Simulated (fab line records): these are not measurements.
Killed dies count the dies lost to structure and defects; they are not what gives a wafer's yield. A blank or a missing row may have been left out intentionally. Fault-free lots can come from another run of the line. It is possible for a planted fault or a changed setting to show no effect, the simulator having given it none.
Which of the tools did it?    flow n5Finfet    10 lots, 27 wafers sampled, at 6 steps of a route of 1938

## WHAT THE GAUGES READ, wafer by wafer
N5_WELL_APT_CD_MEAS_08: target cd 200 nm.
lot   measured     on        cdNm (nm)
L603  day 3 13:36  cdSem-03  197.7 198.6
L605  day 4 01:47  cdSem-01  198.5 200.0
L606  day 4 07:41  cdSem-03  204.8 200.5
L607  day 4 14:05  cdSem-02  200.5 197.0 198.0
L608  day 4 20:09  cdSem-01  201.5 203.7 200.0
L612  day 5 19:49  cdSem-02  197.4 198.8 199.2
L613  day 6 01:54  cdSem-02  197.9 195.8 196.3
L615  day 6 14:02  cdSem-03  201.3 198.1 198.4
L616  day 6 19:41  cdSem-02  198.7 196.2 197.9
L617  day 7 02:00  cdSem-03  200.2 200.6 198.7

N5_PMOS_HMC_CHANNEL_EPI_THK_MEAS_22.
lot   measured     on            HMC_CMP_THK (nm)
L603  day 3 19:49  filmMetro-02  55.3 45.8
L605  day 4 07:28  filmMetro-02  47.4 52.3
L606  day 4 14:33  filmMetro-02  48.0 53.3
L607  day 4 20:11  filmMetro-02  52.9 55.6 53.9
L608  day 5 02:28  filmMetro-02  56.5 55.2 56.6
L612  day 6 02:07  filmMetro-02  53.8 54.5 53.6
L613  day 6 09:23  filmMetro-02  55.0 55.1 56.1
L615  day 6 20:06  filmMetro-01  53.1 53.7 53.8
L616  day 7 01:57  filmMetro-02  52.4 55.8 53.6
L617  day 7 08:38  filmMetro-02  52.9 55.4 55.5

N5_BEOL_M4_RC_MEAS_101.
lot   measured      on         DIBL_N (mV/V)   DIBL_P (mV/V)   IOFF_N (nA/um)     IOFF_P (nA/um)  ION_N (uA/um)  ION_P (uA/um)  SS_N (mV/dec)   SS_P (mV/dec)   VT_N (mV)          VT_P (mV)
L603  day 9 20:17   prober-02  38.1 35.3       39.1 36.2       0.217 0.153        0.24 0.18       690 678        470 446        72.6 72.1       73.7 73.2       248.9 250.0        -250 -254
L605  day 10 00:16  prober-02  36.5 38.9       36.2 41.4       0.150 0.217        0.17 0.27       660 677        450 467        70.7 72.4       73.8 74.1       251.1 244.8        -253 -249
L606  day 10 21:23  prober-01  35.2 34.9       34.6 33.7       0.149 0.131        0.18 0.18       680 663        461 459        71.2 71.7       73.7 73.0       248.8 252.6        -253 -254
L607  day 11 00:38  prober-02  37.1 36.8 37.4  39.3 40.2 40.5  0.176 0.175 0.181  0.24 0.27 0.27  677 670 674    463 463 466    72.4 72.5 72.5  73.6 74.6 74.3  250.6 249.6 247.8  -246 -246 -246
L608  day 11 02:07  prober-02  34.3 36.4 35.6  32.5 34.9 34.2  0.132 0.166 0.152  0.19 0.22 0.21  662 676 670    465 470 461    70.9 71.2 71.0  73.3 73.4 74.0  250.2 247.7 249.4  -251 -250 -250
L612  day 12 05:23  prober-01  35.7 33.8 37.9  36.8 33.9 39.5  0.139 0.118 0.169  0.22 0.17 0.27  681 674 676    472 468 471    71.1 70.9 71.7  73.4 72.4 73.9  252.4 253.6 244.6  -251 -252 -246
L613  day 12 04:27  prober-01  38.4 37.9 37.8  38.2 37.6 38.1  0.189 0.169 0.193  0.24 0.24 0.25  696 677 708    480 464 484    72.0 71.6 72.4  73.4 73.5 74.2  246.2 245.0 243.7  -250 -249 -245
L615  day 13 06:37  prober-02  38.9 36.8 38.6  37.8 35.5 36.7  0.177 0.135 0.174  0.19 0.17 0.18  678 675 683    460 459 462    72.3 70.8 72.4  73.9 73.3 73.7  247.2 254.0 249.3  -256 -256 -257
L616  day 13 00:08  prober-02  39.5 36.3 37.7  39.8 36.0 37.7  0.233 0.149 0.182  0.28 0.21 0.23  712 687 695    478 472 476    71.8 71.4 72.2  74.5 73.2 73.2  244.4 250.9 248.9  -247 -249 -250
L617  day 13 08:35  prober-02  33.4 34.7 36.5  33.0 34.8 36.2  0.126 0.147 0.164  0.19 0.22 0.26  679 681 678    469 472 474    71.3 71.5 72.4  72.9 73.4 73.0  252.8 252.4 248.7  -251 -247 -246

## WHAT TOOL EACH LOT RAN ON (gives the tool, then ch and the chambers of the sampled wafers, and finally the start)
lot   N5_WELL_APT_DESCUM_30             N5_PMOS_HMC_CHANNEL_EPI_FIN_RECESS_16  N5_FIN_SAQP_PECVD_48
L603  rieDiel-01 ch 0,1, day 3 15:07    rieSi-03 ch 0,2, day 3 17:50           pecvd-03 ch 0,1, day 3 22:19
L605  rieDiel-01 ch 0,1, day 4 03:01    rieSi-03 ch 0,3, day 4 05:40           pecvd-02 ch 1,2, day 4 10:11
L606  rieDiel-06 ch 1,2, day 4 09:41    rieSi-03 ch 0,3, day 4 12:45           pecvd-02 ch 0,1, day 4 15:59
L607  rieDiel-06 ch 0,2, day 4 15:31    rieSi-02 ch 0,1,3, day 4 18:17         pecvd-02 ch 0,1, day 4 21:34
L608  rieDiel-06 ch 1,3, day 4 21:37    rieSi-06 ch 0,2, day 5 00:32           pecvd-04 ch 1,2, day 5 03:40
L612  rieDiel-01 ch 0,1,3, day 5 21:18  rieSi-02 ch 1,2, day 6 00:18           pecvd-02 ch 0,1, day 6 03:35
L613  rieDiel-01 ch 0,1,2, day 6 04:13  rieSi-06 ch 0,2,3, day 6 07:34         pecvd-03 ch 0,2, day 6 10:40
L615  rieDiel-01 ch 0,1,3, day 6 15:22  rieSi-02 ch 0,1, day 6 18:15           pecvd-02 ch 0,2, day 6 21:21
L616  rieDiel-01 ch 1,2,3, day 6 21:01  rieSi-03 ch 0,2,3, day 6 23:45         pecvd-02 ch 0,1,2, day 7 03:20
L617  rieDiel-02 ch 0,2,3, day 7 03:35  rieSi-03 ch 2,3, day 7 06:26           pecvd-03 ch 1,2, day 7 09:49
- N5_WELL_APT_DESCUM_30: chemistry O2, time 7.9 s.
- N5_PMOS_HMC_CHANNEL_EPI_FIN_RECESS_16: chemistry HBr/Cl2, target Si, target depth 54 nm, time 18 s.
- N5_FIN_SAQP_PECVD_48: deposits SiNx from SiH4/NH3/N2, target thk 25 nm, time 22.1 s.

## AS READ BY THE TOOLS THEMSELVES (means over the sampled wafers that have a number; for cases with no such wafer, the mark the record gives instead)
N5_WELL_APT_DESCUM_30.
lot   tool        drypumpMotorCurrentA (A)  oesProductAu (a.u.)  rfVppV (V)  showerheadPlenumPTorr (Torr)  throttleValvePct (%)
L603  rieDiel-01  4.8                       0.77                 242.8       2.05                          20.56
L605  rieDiel-01  4.8                       0.76                 242.9       2.05                          20.58
L606  rieDiel-06  5.9                       0.70                 243.4       2.12                          20.65
L607  rieDiel-06  5.6                       0.79                 244.2       2.19                          20.62
L608  rieDiel-06  5.8                       0.79                 241.9       2.04                          20.45
L612  rieDiel-01  5.0                       0.81                 242.7       2.04                          20.45
L613  rieDiel-01  5.3                       0.72                 243.4       2.08                          20.59
L615  rieDiel-01  5.0                       0.80                 242.1       2.04                          20.45
L616  rieDiel-01  5.5                       0.78                 242.3       2.07                          20.60
L617  rieDiel-02  5.8                       0.84                 244.3       2.14                          20.42

N5_PMOS_HMC_CHANNEL_EPI_FIN_RECESS_16.
lot   tool      HBr_flow_sccm (sccm)  drypumpMotorCurrentA (A)  oesProductAu (a.u.)  throttleValvePct (%)
L603  rieSi-03  149.9                 6.0                       0.987                35.30
L605  rieSi-03  150.1                 6.2                       0.990                35.09
L606  rieSi-03  149.8                 6.2                       0.998                35.07
L607  rieSi-02  150.0                 5.7                       0.982                35.48
L608  rieSi-06  150.1                 5.6                       1.024                35.54
L612  rieSi-02  150.2                 5.6                       1.000                35.66
L613  rieSi-06  150.1                 5.8                       1.012                35.61
L615  rieSi-02  150.3                 5.7                       0.988                35.53
L616  rieSi-03  150.6                 6.0                       0.998                35.15
L617  rieSi-03  149.6                 5.8                       1.000                35.16

N5_FIN_SAQP_PECVD_48.
lot   tool      heaterPowerW (W)  showerheadPlenumPTorr (Torr)  throttleValvePct (%)
L603  pecvd-03  778               5.23                          42.7
L605  pecvd-02  763               5.13                          39.8
L606  pecvd-02  864               5.14                          41.4
L607  pecvd-02  853               5.15                          41.6
L608  pecvd-04  797               5.14                          43.9
L612  pecvd-02  812               5.16                          41.7
L613  pecvd-03  766               5.20                          39.7
L615  pecvd-02  749               5.11                          39.6
L616  pecvd-02  787               5.13                          40.6
L617  pecvd-03  805               5.17                          39.6

## THE ANSWER, worked out from the rows above alone
Rule: what is usual is taken from the lots themselves. The widest of any qualifying gaps counts: lots, ordered by their means at a reading, are off when they make up no more than a third of the lots, leave a main group of 4 or more, and stand apart from it by 3 or more times the standard deviation of that group's means. A main group is skipped when, at the precision printed for the reading in the tables above, its means are all equal. A lot without any number at a reading at which 4 lots or more have one is off too. Where the step has rows for the other lots, those lots are counted as sound. After the gauges, taken in route order, come the tools' own readings; for these a lot's mean is taken, as printed above. At the first step where some lot is off, the reading lying furthest off is the one used; lots without a number count as furthest.
Off: L603, L605, L606, seen at N5_PMOS_HMC_CHANNEL_EPI_THK_MEAS_22 (HMC_CMP_THK). For the main group the mean is 54.5 nm and the standard deviation 0.85.
A tool fits if, at a process step before that reading, it ran every lot that is off, and no sound lot after the first of them. The gauges at N5_PMOS_HMC_CHANNEL_EPI_THK_MEAS_22 are tried like those tools. None of those tried fits.

## WHAT WAS PUT IN BY THE SIMULATOR
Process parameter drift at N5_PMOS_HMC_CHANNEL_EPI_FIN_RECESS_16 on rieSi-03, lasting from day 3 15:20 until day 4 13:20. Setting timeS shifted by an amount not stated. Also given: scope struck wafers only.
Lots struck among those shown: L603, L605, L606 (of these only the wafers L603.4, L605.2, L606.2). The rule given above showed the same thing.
